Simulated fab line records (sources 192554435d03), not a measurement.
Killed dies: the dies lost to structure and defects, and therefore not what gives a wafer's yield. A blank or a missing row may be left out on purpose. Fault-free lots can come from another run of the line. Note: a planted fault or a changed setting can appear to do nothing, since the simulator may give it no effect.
Matching of chambers -- flow n5_finfet -- N5_BEOL_M5_ETCH_75 on rie_diel-06: 4 sister chambers
The step etches underlayer in N2/H2, target depth 6.5 nm, time 5.2 s. 4 wafers are shown with their chamber, then 9 later ones without.

EACH WAFER AND ITS CHAMBER
wafer,chamber,drypump_motor_current_A (A)
L082.6,3,5.7
L088.2,2,6.1
L088.3,1,5.8
L088.6,0,5.3

WAFERS WITH NO CHAMBER GIVEN
wafer,drypump_motor_current_A (A)
L094.1,5.7
L094.5,5.7
L094.6,5.4
L095.3,5.4
L095.4,5.4
L095.5,6.1
L093.1,6.2
L093.4,5.7
L093.6,5.4

WHICH CHAMBER EACH WENT THROUGH
wafer,from the rows above,in truth
L094.1,can't be placed: 3 or 1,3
L094.5,can't be placed: 3 or 1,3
L094.6,0,0
L095.3,0,0
L095.4,0,0
L095.5,2,2
L093.1,2,2
L093.4,can't be placed: 3 or 1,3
L093.6,0,0
Correct placement for 6 of the 9. These rows do not allow placing 3 (true chamber among the candidates in 3). Placed wrongly: 0.
How it was worked out, from the rows above alone: a wafer's distance from a chamber is the root of the sum, over the readings, of the square of ((its reading less the chamber's mean) divided by the reading's scatter). The wafer belongs to the nearest chamber; if the next one is less than 2 further off, it can't be placed. For every chamber, the mean is computed from those of its wafers that are shown. The scatter: with one shown wafer a chamber, the root of the mean of the squares of how far each hidden wafer lies from its nearest shown one.
